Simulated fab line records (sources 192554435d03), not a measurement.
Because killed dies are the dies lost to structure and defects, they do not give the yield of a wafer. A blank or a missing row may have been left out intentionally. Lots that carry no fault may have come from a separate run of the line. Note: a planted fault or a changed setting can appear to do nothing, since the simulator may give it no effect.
Matching of chambers || flow n5-finfet || 4 sister chambers for N5_BEOL_M10_ALD_74 on ald-metal-03
The step deposits TaN, target thk 2 nm, pulse time 2 s, purge time 3 s. 20 wafers are shown with their chamber, then 10 later ones without.

== WAFERS WITH THEIR CHAMBER ==
{"wafer": "L074.1", "chamber": 1, "heater-power-w (W)": 447}
{"wafer": "L074.2", "chamber": 3, "heater-power-w (W)": 448}
{"wafer": "L074.3", "chamber": 0, "heater-power-w (W)": 391}
{"wafer": "L074.4", "chamber": 2, "heater-power-w (W)": 434}
{"wafer": "L074.5", "chamber": 3, "heater-power-w (W)": 440}
{"wafer": "L074.6", "chamber": 2, "heater-power-w (W)": 439}
{"wafer": "L079.1", "chamber": 3, "heater-power-w (W)": 445}
{"wafer": "L079.3", "chamber": 0, "heater-power-w (W)": 392}
{"wafer": "L079.5", "chamber": 3, "heater-power-w (W)": 449}
{"wafer": "L082.2", "chamber": 0, "heater-power-w (W)": 410}
{"wafer": "L082.3", "chamber": 2, "heater-power-w (W)": 454}
{"wafer": "L082.6", "chamber": 3, "heater-power-w (W)": 443}
{"wafer": "L084.1", "chamber": 2, "heater-power-w (W)": 451}
{"wafer": "L084.2", "chamber": 3, "heater-power-w (W)": 442}
{"wafer": "L084.3", "chamber": 0, "heater-power-w (W)": 398}
{"wafer": "L084.4", "chamber": 1, "heater-power-w (W)": 443}
{"wafer": "L084.5", "chamber": 3, "heater-power-w (W)": 446}
{"wafer": "L084.6", "chamber": 0, "heater-power-w (W)": 398}
{"wafer": "L085.1", "chamber": 1, "heater-power-w (W)": 449}
{"wafer": "L085.2", "chamber": 3, "heater-power-w (W)": 442}

SIGNATURES (averages over the wafers above)
{"reading": "heater-power-w", "chamber 0": 397.80, "chamber 1": 446.33, "chamber 2": 444.50, "chamber 3": 444.38, "scatter within a chamber": 6.07}
Rule: a wafer lies at a distance from a chamber equal to the root of the sum of squares, over the readings, of (its reading less the chamber's mean, divided by the reading's scatter). The wafer belongs to the nearest chamber; if the next one is less than 2 further off, it can't be placed. The scatter: the root of (the sum of the squares of (reading less its chamber's mean) over the shown wafers, divided by (wafers less chambers)).

== WAFERS MISSING THEIR CHAMBER ==
{"wafer": "L085.3", "heater-power-w (W)": 394}
{"wafer": "L085.4", "heater-power-w (W)": 448}
{"wafer": "L085.5", "heater-power-w (W)": 446}
{"wafer": "L085.6", "heater-power-w (W)": 441}
{"wafer": "L087.2", "heater-power-w (W)": 431}
{"wafer": "L087.4", "heater-power-w (W)": 445}
{"wafer": "L087.6", "heater-power-w (W)": 449}
{"wafer": "L094.1", "heater-power-w (W)": 408}
{"wafer": "L094.3", "heater-power-w (W)": 452}
{"wafer": "L094.6", "heater-power-w (W)": 454}

== CHAMBER TAKEN BY EACH ==
{"wafer": "L085.3", "from the rows above": 0, "in truth": 0}
{"wafer": "L085.4", "from the rows above": "can't be placed: 1 or 2 or 3", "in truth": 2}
{"wafer": "L085.5", "from the rows above": "can't be placed: 1 or 2 or 3", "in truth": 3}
{"wafer": "L085.6", "from the rows above": "can't be placed: 3 or 2 or 1", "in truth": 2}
{"wafer": "L087.2", "from the rows above": "can't be placed: 3 or 2 or 1", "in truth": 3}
{"wafer": "L087.4", "from the rows above": "can't be placed: 2 or 3 or 1", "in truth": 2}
{"wafer": "L087.6", "from the rows above": "can't be placed: 1 or 2 or 3", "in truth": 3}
{"wafer": "L094.1", "from the rows above": 0, "in truth": 0}
{"wafer": "L094.3", "from the rows above": "can't be placed: 1 or 2 or 3", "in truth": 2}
{"wafer": "L094.6", "from the rows above": "can't be placed: 1 or 2 or 3", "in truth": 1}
Correctly placed: 2 of 10. From these rows, 8 cannot be placed; in 8 the true chamber is one of the candidates. 0 placed wrongly.
